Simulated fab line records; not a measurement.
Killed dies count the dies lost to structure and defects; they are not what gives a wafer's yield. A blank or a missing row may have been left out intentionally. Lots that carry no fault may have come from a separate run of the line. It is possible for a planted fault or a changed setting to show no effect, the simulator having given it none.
Struck lot and sound lot, side by side || flow nand_harc || 15 out of 1302 route steps
Sound: wafers L532.4, L532.5, L532.6. Wafers struck: L544.2, L544.3, L544.6. The cause is given at the end.
For every step that has rows: the tool of each side, followed by ch and its chambers, followed by its first start. Under that, the readings that differ: sound wafers || struck wafers || difference of the means || sigmas: that difference in standard deviations of wafers without a fault.
alike: a reading whose means differ by less than 2 such deviations, as well as words and numbers matching on both sides. not compared: withheld readings; readings where some wafer has no value; bounds like >300 that might hide an equal value; numbers whose values overlap and for which the record gives no deviation.
Wherever a step has rows on one side only, a row that says differs or no value, or a row with sigmas, the two part there. When numbers do not overlap yet have no deviation, they are printed without sigmas and do not part them. A reading that every wafer of one side lacks parts them only if that side has two wafers or more.

first, 1 step without rows for these wafers: NHARC_A_CONTACT_ETCH_138 (etches the open film in C4F8/O2/Ar, time 311 s, target depth 1914 nm).
NHARC_A_CONTACT_ETCH_139: etches the open film in C4F8/O2/Ar, time 195 s, target depth 840 nm.
  sound on har_cap_etch-02 ch 0,1, day 22 19:49; struck on har_cap_etch-02 ch 0,1, day 28 08:25
  not compared: rf_hours_counter_h
NHARC_A_CONTACT_ETCH_92: etches the open film in CH3F/O2, target depth 40 nm, time 85.7 s.
  sound on rie_diel-09 ch 1,2, day 22 20:16; struck on rie_diel-08 ch 0,1, day 28 08:58
  alike: drypump_motor_current_A, oes_product_au, rf_fwd_power_W, rf_vpp_V, showerhead_plenum_p_Torr, throttle_valve_pct
  not compared: rf_hours_counter_h
NHARC_A_CONTACT_ETCH_98: etches the open film in C4F6/O2, target depth 20 nm, time 10 s.
  sound: rie_diel-09 ch 1,2,3; struck: rie_diel-08 ch 0,2
  alike: drypump_motor_current_A, oes_product_au, rf_fwd_power_W, rf_vpp_V, showerhead_plenum_p_Torr, throttle_valve_pct
  not compared: rf_hours_counter_h
NHARC_A_CONTACT_CD_MEAS_15:
  struck on cd_sem-03, day 28 09:11; sound on cd_sem-03, day 22 20:30
  alike: cd_nm
then, 3 steps without rows for these wafers: NHARC_A_CONTACT_STRIP_107 (strips in N2/H2); NHARC_A_CONTACT_STRIP_108 (strips in CF4/CHF3); NHARC_A_CONTACT_STRIP_109 (strips in O2/COS).
NHARC_A_CONTACT_ETCH_110: etches the open film in CF4/O2, target depth 60 nm, overetch 6 nm, time 33 s.
  sound on rie_diel-11 ch 0,1,3, day 22 20:56; struck on rie_diel-08 ch 0,3, day 28 09:29
{"reading": "rf_fwd_power_W (W)", "sound": "292.9 292.4 295.4", "struck": "299.1 297.6 297.3", "difference": "+4.4", "sigmas": "+2"}
  alike: drypump_motor_current_A, oes_f_703_au, oes_product_au, rf_vpp_V, showerhead_plenum_p_Torr, throttle_valve_pct
  not compared: rf_hours_counter_h
NHARC_A_CONTACT_STRIP_26: strips in O2.
  sound: rie_diel-11 ch 0,2,3; struck: rie_diel-08 ch 0,1
  alike: drypump_motor_current_A, oes_product_au, rf_vpp_V, showerhead_plenum_p_Torr, throttle_valve_pct
  not compared: rf_hours_counter_h
then, 2 steps without rows for these wafers: NHARC_A_CONTACT_STRIP_27 (strips in post etch residue remover, time 600 s); NHARC_A_CONTACT_ALD_18 (deposits TiN, target thk 3 nm, pulse time 1 s, ald cycles 150).
NHARC_A_CONTACT_CVD_19: deposits W, target thk 300 nm, time 802 s.
  sound on cvd_w-01 ch 0,1, day 22 22:06; struck on cvd_w-01 ch 0, day 28 10:27
  alike: heater_power_w, mfc_wf6_sccm, throttle_valve_pct
NHARC_A_CONTACT_CMP_20: polishes, t overpolish 30 s, target thk 300 nm.
  sound on cmp-03 ch 0,1,3, day 22 22:47; struck on cmp-04 ch 1,2, day 28 11:13
{"reading": "time_to_endpoint_s (s)", "sound": "61.3 57.6 58.3", "struck": "29.9 29.0 30.2", "difference": -29.4, "sigmas": -10}
  alike: motor_current_A, overpolish_run_s
NHARC_END_SORT_01:
  the record has rows for the struck wafers here (prober-01 ch 0, day 30 08:21) and none for the sound ones

WHERE THEY PART
Last at NHARC_END_SORT_01 as far as this record goes, first at NHARC_A_CONTACT_ETCH_110.

WHY: what the simulator had put in
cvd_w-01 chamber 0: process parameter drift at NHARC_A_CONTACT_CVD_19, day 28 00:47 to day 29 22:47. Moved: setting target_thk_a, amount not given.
